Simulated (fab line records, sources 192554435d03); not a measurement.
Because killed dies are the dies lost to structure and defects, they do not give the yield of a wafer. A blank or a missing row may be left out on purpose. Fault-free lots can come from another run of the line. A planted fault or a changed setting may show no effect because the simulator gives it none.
Problem report, 8D (eight disciplines) form, completed by code ; flow n5-finfet ; the parts of the form that need people (team, actions taken, sign-off) are left out

## 1. WHAT IS WRONG
Wafers without a fault read 0.81 a.u., standard deviation 0.1; oes-product-au at N5_BEOL_M1_ETCHBACK_99 reads a mean of 0.35 a.u. on 3 wafers belonging to 2 lots. That puts it -4.6 standard deviations away from the usual mean.
The step: etches SiO2 in CHF3, target depth 5 nm, time 10.4 s.
Seen first at day 10 09:09 on rie-diel-04, wafer L799.4. At this step, 20 wafers from 7 lots have a number in the record. By rule, "out" or "out of limits" means more than 4 standard deviations away from the usual mean. The other wafers with a number count as sound.

## 2. WHAT IT IS AND WHAT IT IS NOT
question;is;is not
which readings at this step;oes-product-au;drypump-motor-current-A, oes_f_703_au, rf-vpp-V, showerhead-plenum-p-Torr
which lots;L799, L800;L786, L793, L796, L798, L805
which wafers of those lots;L799.4, L799.6, L800.4;L799.3, L800.2
read on which tools;rie-diel-02, rie-diel-04;rie-diel-05
when;from day 10 09:09;"up to then (13 sound wafers); but 4 sound wafers of L800, L805 came after"

## 3. THE SUSPECTS, EACH WITH WHAT RULES IT OUT
Counting: if a tool at a process step up to the reading ran every lot that is out, it stays a suspect. Sound lots after the first of them don't rule it out here, since some wafers of a struck lot are sound.
- pvd-sputter-02 at N5_BEOL_M1_HM_DEP_02 (deposits TiN, target thk 20 nm): kept. It ran every lot that is out, first L799 (day 10 04:00); its last sound lot up to then is L796 (day 9 10:22).
The count leaves pvd-sputter-02 at N5_BEOL_M1_HM_DEP_02.

## 4. THE CAUSE (what the simulator had put in)
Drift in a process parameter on pvd-sputter-02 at N5_BEOL_M1_HM_DEP_02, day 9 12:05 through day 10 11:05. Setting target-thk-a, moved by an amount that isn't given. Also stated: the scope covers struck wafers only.
Only this tool survived the counting.

## 5. THE EFFECT CHAIN, in route order
Rows list readings where the struck wafers' mean (over those with a number) sits beyond 3 standard deviations from the usual. Readings are gone through only where the record gives a usual standard deviation; hours: the median, over the lots, of the time from a lot's start at the first step in this table giving one to that lot's start at this step; sigmas: the change measured in usual standard deviations.
hours;step;reading;usual;on struck wafers;change;sigmas
0;N5_BEOL_M1_ETCHBACK_99;oes-product-au;0.81 a.u.;0.35;-0.46;-4.6
0;N5_BEOL_M1_VIA_ETCH_34;oes-product-au;0.81 a.u.;0.34;-0.47;-4.7
150;N5_PASSIVATION_PROBE_49;defect-limited-yield;91.6 %;0.0;-91.6;-57
150;N5_PASSIVATION_PROBE_49;killed_at_M0_to_M3;31;1088;+1057;+99 or more
150;N5_PASSIVATION_PROBE_49;killed-dies;100;1180;+1080;+57
150;N5_PASSIVATION_PROBE_49;killed-on-rim;13;152;+139;+33
150;N5_PASSIVATION_PROBE_49;sort_bin_5_function;5.0 %;95.9;+90.9;+83
150;N5_PASSIVATION_PROBE_49;sort-n-pass;1080;0;-1080;-60
150;N5_PASSIVATION_PROBE_49;sort-yield-pct;91.6 %;0.0;-91.6;-57
Its process steps:
- N5_BEOL_M1_ETCHBACK_99: etches SiO2 in CHF3, target depth 5 nm, time 10.4 s.
- N5_BEOL_M1_VIA_ETCH_34: etches the open film in C4F6/O2, target depth 67.8 nm, time 64.4 s.
- N5_PASSIVATION_PROBE_49
Readings that are blank on the struck wafers while sound wafers have them: trench-depth-nm at N5_BEOL_M1_OCD_MEAS_38; cd-nm at N5_BEOL_M1_CD_MEAS_35.

## 6. WHAT WOULD HAVE CAUGHT IT SOONER
In this record the first reading out of limits was taken at day 10 09:09, 21 hours after the fault began at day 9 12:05.
No tool reading at N5_BEOL_M1_HM_DEP_02 that has a usual standard deviation in the record was out on any struck wafer, so an alarm limit of 4 standard deviations on those readings would not have fired.
Lots out: 2; of these, L800 started N5_BEOL_M1_HM_DEP_02 on pvd-sputter-02 after day 10 09:09. It would have been spared by a hold on the tool at that moment.
